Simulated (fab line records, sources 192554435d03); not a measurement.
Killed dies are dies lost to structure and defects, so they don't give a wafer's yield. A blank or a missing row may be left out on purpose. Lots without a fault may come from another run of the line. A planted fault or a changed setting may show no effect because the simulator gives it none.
A struck lot beside a sound one | flow n5_finfet | 36 steps out of a route of 1938
Sound: wafers L720.2, L720.4, L720.6. Struck: wafers L706.2, L706.3, L706.6. The cause comes at the end.
At each step with rows: each side's tool, then ch and its chambers, then its first start. Under that, the readings that differ: sound wafers | struck wafers | difference of the means | sigmas: that difference in standard deviations of wafers without a fault.
alike: readings whose means differ by less than 2 such deviations, and words and numbers that are the same on both sides. not compared: withheld readings, readings that some wafer has no value for, bounds like >300 that may hide the same value, and numbers for which the record gives no deviation and whose values overlap.
The two part at a step that has a row with sigmas, a row that says differs or no value, or rows on one side only. Numbers that don't overlap but have no deviation are shown without sigmas and don't part them. A reading that every wafer of one side lacks parts them only if that side has two wafers or more.

first, 11 steps without rows for these wafers: N5_BEOL_M0_CUTY_STRIP_64 (strips in N2/H2); N5_BEOL_M0_ETCH_138 (etches SiCN in CH3F/O2, target depth 12 nm, time 31.6 s); N5_BEOL_M0_HM_OPEN_105 (chemistry Cl2/BCl3, target TiN, target depth 12 nm); N5_BEOL_M0_STRIP_140 (strips in CF4); N5_BEOL_M0_STRIP_104 (strips in N2/H2); N5_BEOL_M0_WET_ETCH_106 (etches SiO2 in DHF, target depth 130 nm, rinse time 30 s); N5_BEOL_M0_ETCH_128 (etches SiCN in CF4/N2, target depth 12 nm, overetch 5.1 nm, time 21.4 s); N5_BEOL_M0_TRENCH_ETCH_107 (etches SiOC in C4F6/O2, target depth 32.8 nm, time 16.4 s); N5_BEOL_M0_STRIP_142 (strips in N2/H2, time 10 s); N5_BEOL_M0_HM_STRIP_129 (strips TiN in peroxide tin strip, target depth 17 nm, time 108 s); N5_BEOL_M0_SRD_130 (time 30 s).
N5_BEOL_M0_ETCH_109: etches SiCN in CH3F/O2, target depth 8 nm, overetch 2.4 nm, time 27.4 s.
  sound on rie_diel-06 ch 0,2, day 11 10:14; struck on rie_diel-06 ch 1,2,3, day 7 19:01
  no value came back on the struck wafers for any of 9 readings (CH3F_flow_sccm (sccm), O2_flow_sccm (sccm) and others); on the sound wafers CH3F_flow_sccm (sccm) reads 29.94 29.99 30.11
  reading                                           | sound          | struck         | difference | sigmas
  model.SiOC_of_BEOL_M0_SAQP_ILD_DEP_01.thk_nm (nm) | 41.6 42.8 42.4 | 44.2 45.6 45.8 | +2.9       |
  not compared: rf_hours_counter_h
then, 16 steps without rows for these wafers: N5_BEOL_M0_STRIP_139 (strips in post etch residue remover, time 60 s); N5_BEOL_M0_SRD_111 (time 30 s); N5_BEOL_M0_DEGAS_112 (time 60 s); N5_BEOL_M0_PRE_CLEAN_113 (time 30 s); N5_BEOL_M0_ALD_136 (deposits TaN, pulse time 2 s, purge time 3 s, co reactant purge time 2 s); N5_BEOL_M0_SURFACE_TREAT_137; N5_BEOL_M0_CVD_115 (deposits Co from CCTBA/H2, time 120 s); N5_BEOL_M0_SPUTTER_116 (material Cu, target thk 4 nm, time 7.37 s); N5_BEOL_M0_ANNEAL_117 (time 60 s); N5_BEOL_M0_SPUTTER_132 (material Cu, target thk 4 nm, time 7.37 s); N5_BEOL_M0_ANNEAL_133 (time 60 s); N5_BEOL_M0_SPUTTER_134 (material Cu, target thk 4 nm, time 7.37 s); N5_BEOL_M0_ANNEAL_135 (time 60 s); N5_BEOL_M0_SPUTTER_141 (material Cu, target thk 4 nm, time 7.37 s); N5_BEOL_M0_ECD_118 (material Cu, target thk 300 nm); N5_BEOL_M0_ANNEAL_119 (time 90 s).
N5_BEOL_M0_CMP_120: polishes, stops on SiOC, t overpolish 6.9 s.
  sound on cmp-04 ch 2,3, day 11 13:02; struck on cmp-04 ch 0,1,3, day 7 21:42
  reading                                           | sound          | struck       | difference | sigmas
  model.SiOC_of_BEOL_M0_SAQP_ILD_DEP_01.thk_nm (nm) | 38.6 39.8 39.2 | 41 42.6 42.8 | +3         |
  alike: motor_current_A, slurry_flow_ml_min
then, 4 steps without rows for these wafers: N5_BEOL_M0_PRE_CLEAN_131 (time 15 s); N5_BEOL_M0_CO_CAP_123 (material Co, precursor CCTBA/H2, target thk 2 nm, time 102.1 s); N5_BEOL_M0_PRE_CLEAN_124 (time 15 s); N5_BEOL_M0_DEP_125 (deposits SiCN from 3MS/NH3, target thk 8 nm, time 14 s).
N5_BEOL_M0_RS_MEAS_126: measures by four-point-probe.
  sound on film_metro-02, day 11 13:35; struck on film_metro-01, day 7 22:16
  reading        | sound             | struck            | difference | sigmas
  M0_RS (ohm/sq) | 0.538 0.549 0.541 | 0.671 0.589 0.611 | +0.081     | +5
N5_BEOL_M4_RC_MEAS_101:
  the record has rows for the sound wafers here (prober-01 ch 0, day 14 10:10) and none for the struck ones
then, 1 step without rows for these wafers: N5_PASSIVATION_PROBE_49.

WHERE THEY PART
First at N5_BEOL_M0_ETCH_109; last, within this record, at N5_BEOL_M4_RC_MEAS_101.

WHY: what the simulator had put in
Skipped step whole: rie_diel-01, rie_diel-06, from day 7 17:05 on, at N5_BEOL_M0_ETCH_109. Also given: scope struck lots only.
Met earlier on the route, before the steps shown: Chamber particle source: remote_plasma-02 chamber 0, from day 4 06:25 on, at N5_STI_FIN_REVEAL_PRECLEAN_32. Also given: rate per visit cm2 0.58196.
